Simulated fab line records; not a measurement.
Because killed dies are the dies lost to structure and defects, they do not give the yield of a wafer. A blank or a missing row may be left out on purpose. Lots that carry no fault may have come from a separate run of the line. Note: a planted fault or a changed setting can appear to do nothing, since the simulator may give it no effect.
Chamber matching	flow n5Finfet	N5_BEOL_M14_DEP_53 on pecvd-03: 3 sister chambers
The step deposits SiCN from 3MS/NH3, target thk 50 nm, time 17.8 s. 16 wafers are shown with their chamber, then 8 later ones without.

EACH WAFER AND ITS CHAMBER
wafer	chamber	throttleValvePct (%)	showerheadPlenumPTorr (Torr)
L076.1	1	19.3	4.18
L076.2	2	15.9	4.15
L076.5	0	17.7	4.13
L080.2	2	16.0	4.14
L080.3	0	18.0	4.13
L080.4	2	15.9	4.14
L087.2	0	18.0	4.13
L087.4	2	16.1	4.14
L087.5	0	18.2	4.13
L089.2	2	16.0	4.16
L089.4	0	18.2	4.13
L089.5	0	18.1	4.14
L090.1	2	16.1	4.14
L090.4	0	18.1	4.13
L090.5	2	16.5	4.14
L091.2	0	18.2	4.14

SIGNATURES (averages over the wafers above)
reading	chamber 0	chamber 1	chamber 2	scatter within a chamber
throttleValvePct	18.062	19.300	16.071	0.187
showerheadPlenumPTorr	4.1325	4.1800	4.1443	0.00633
Rule: a wafer's distance from a chamber is the root of the sum, over the readings, of the square of ((its reading less the chamber's mean) divided by the reading's scatter). If the next closest chamber is less than 2 further off than the closest, the wafer can't be placed; otherwise it belongs to the closest. The scatter is the square root of a quotient: the sum, over the shown wafers, of each reading's squared deviation from its chamber's mean, divided by wafers minus chambers.

WAFERS MISSING THEIR CHAMBER
wafer	throttleValvePct (%)	showerheadPlenumPTorr (Torr)
L091.3	16.2	4.14
L091.5	15.9	4.13
L096.2	16.2	4.14
L096.3	16.2	4.14
L096.6	18.5	4.13
L097.2	17.9	4.14
L097.4	18.2	4.12
L097.6	18.3	4.13

EACH ONE'S CHAMBER
wafer	from the rows above	in truth
L091.3	2	2
L091.5	2	2
L096.2	2	2
L096.3	2	2
L096.6	0	0
L097.2	0	0
L097.4	0	0
L097.6	0	0
Placed correctly: 8 of 8. Left unplaced by these rows: 0. 0 placed wrongly.
